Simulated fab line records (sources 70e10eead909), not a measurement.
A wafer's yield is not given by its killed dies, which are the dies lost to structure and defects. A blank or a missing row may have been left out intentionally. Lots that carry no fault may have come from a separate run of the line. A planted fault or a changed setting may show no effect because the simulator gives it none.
One fault through the eyes of 3 desks    flow nand_harc    every desk sees just its own numbers, and what lay behind them comes last

THE DEFECT DESK
Inspection counts along the route, by lot: the mean over sampled wafers that carry a number. If a lot's mean is further than 4 standard deviations from the usual mean, the lot is out of limits and carries the mark OUT (the distance appears in the brackets).
Columns: A = raw_defect_count at NHARC_P_M2_INSPECT_27, usual 318
lot   first seen here  A
L924  day 6 02:16      343
L931  day 7 22:46      364
L935  day 9 08:51      275
L938  day 9 14:31      355
L936  day 9 15:59      208
L940  day 10 07:20     227
L943  day 10 15:27     217
L945  day 11 15:26     388
L944  day 11 16:31     288
L947  day 11 18:35     546
L946  day 11 19:11     375
This desk found nothing out of limits on any of the 11 lots.

AT THE METROLOGY DESK
What the gauges read, lot by lot, whatever tool the lot ran on: means of the sampled wafers that have a number. If a lot's mean is further than 4 standard deviations from the usual mean, the lot is out of limits and carries the mark OUT (the distance appears in the brackets).
Columns: A = thk_nm at NHARC_A_SOURCE_PLATE_THK_MEAS_06, usual 200.3 nm; B = thk_nm at NHARC_A_ONON_D1_THK_MEAS_14, usual 1000 nm
lot   first seen here  A      B
L924  day 7 08:29      203.5  992
L931  day 9 00:58      201.5  1040 (+4.4) OUT
L935  day 10 13:49     198.3  987
L936  day 10 17:22     197.8  1006
L938  day 10 17:23     201.9  987
L940  day 11 10:49     202.8  1007
L943  day 11 16:31     201.3  995
L944  day 12 20:08     197.1  1007
L945  day 12 20:08     202.5  1012
L946  day 12 20:08     201.4  1014
L947  day 12 20:08     200.5  1000
This desk's verdict: out of limits on L931, starting with L931 at day 9 03:55 (thk_nm at NHARC_A_ONON_D1_THK_MEAS_14). In limits: L924, L935, L936, L938, L940, L943, L944, L945, L946, L947.

THE TOOL OWNER'S DESK: pecvd_onon-03
The tool's own readings at NHARC_A_ONON_D1_DEP_12 (target thk 1000 nm): means of the sampled wafers that have a number, for each lot that ran on this tool. If a lot's mean is further than 4 standard deviations from the usual mean, the lot is out of limits and carries the mark OUT (the distance appears in the brackets).
Columns: A = susceptor_temp_C at NHARC_A_ONON_D1_DEP_12, usual 400.00 C
lot   first seen here  A
L931  day 9 03:31      399.94
L947  day 12 22:38     399.74
This desk found nothing out of limits on any of the 2 lots.

BROUGHT TOGETHER
On L931, the metrology desk was in a position to raise an alarm at day 9 03:55.
Nothing out of limits was seen by the defect desk.
The desk of the tool owner found nothing out of limits.
The defect desk has L931 on record, within its limits.
On record at the tool owner's desk: L931, within its limits.
All the named lots went through NHARC_A_ONON_D1_DEP_12 on pecvd_onon-03.

WHAT THE SIMULATOR HAD INSERTED
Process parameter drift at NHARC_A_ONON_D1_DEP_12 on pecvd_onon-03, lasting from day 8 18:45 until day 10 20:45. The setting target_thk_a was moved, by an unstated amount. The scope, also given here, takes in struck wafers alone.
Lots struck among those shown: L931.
Hours from the fault's start to each desk's first reading out of limits: the metrology desk, 9.
